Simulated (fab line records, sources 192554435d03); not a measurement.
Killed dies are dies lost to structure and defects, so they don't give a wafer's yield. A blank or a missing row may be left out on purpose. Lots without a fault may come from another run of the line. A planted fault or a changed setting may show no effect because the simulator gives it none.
Chamber matching | flow n5_finfet | N5_SD_EPI_N_ETCH_35 on rie_diel-04: 4 sister chambers
The step etches SOC in N2/H2, overetch 108 nm, time 486 s. 4 wafers are shown with their chamber, then 9 later ones without.

WAFERS WITH THEIR CHAMBER
wafer  | chamber | showerhead_plenum_p_Torr (Torr)
L076.5 | 0       | 2.61
L077.6 | 2       | 2.52
L084.5 | 3       | 2.59
L084.6 | 1       | 2.64

WAFERS WITHOUT THEIR CHAMBER
wafer  | showerhead_plenum_p_Torr (Torr)
L086.2 | 2.51
L086.3 | 2.58
L086.5 | 2.63
L087.1 | 2.51
L087.2 | 2.60
L087.5 | 2.51
L089.2 | 2.60
L089.3 | 2.51
L089.5 | 2.63

WHICH CHAMBER EACH WENT THROUGH
wafer  | from the rows above     | in truth
L086.2 | 2                       | 2
L086.3 | can't be placed: 3 or 0 | 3
L086.5 | can't be placed: 1 or 0 | 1
L087.1 | 2                       | 2
L087.2 | can't be placed: 0 or 3 | 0
L087.5 | 2                       | 2
L089.2 | can't be placed: 0 or 3 | 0
L089.3 | 2                       | 2
L089.5 | can't be placed: 1 or 0 | 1
Placed correctly: 4 of 9. Can't be placed from these rows: 5 (the true chamber is among the candidates in 5). Placed wrongly: 0.
How it was worked out, from the rows above alone: a wafer's distance from a chamber is the root of the sum, over the readings, of the square of ((its reading less the chamber's mean) divided by the reading's scatter). The wafer belongs to the nearest chamber; if the next one is less than 2 further off, it can't be placed. A chamber's mean is the mean of its shown wafers. The scatter: with one shown wafer a chamber, the root of the mean of the squares of how far each hidden wafer lies from its nearest shown one.
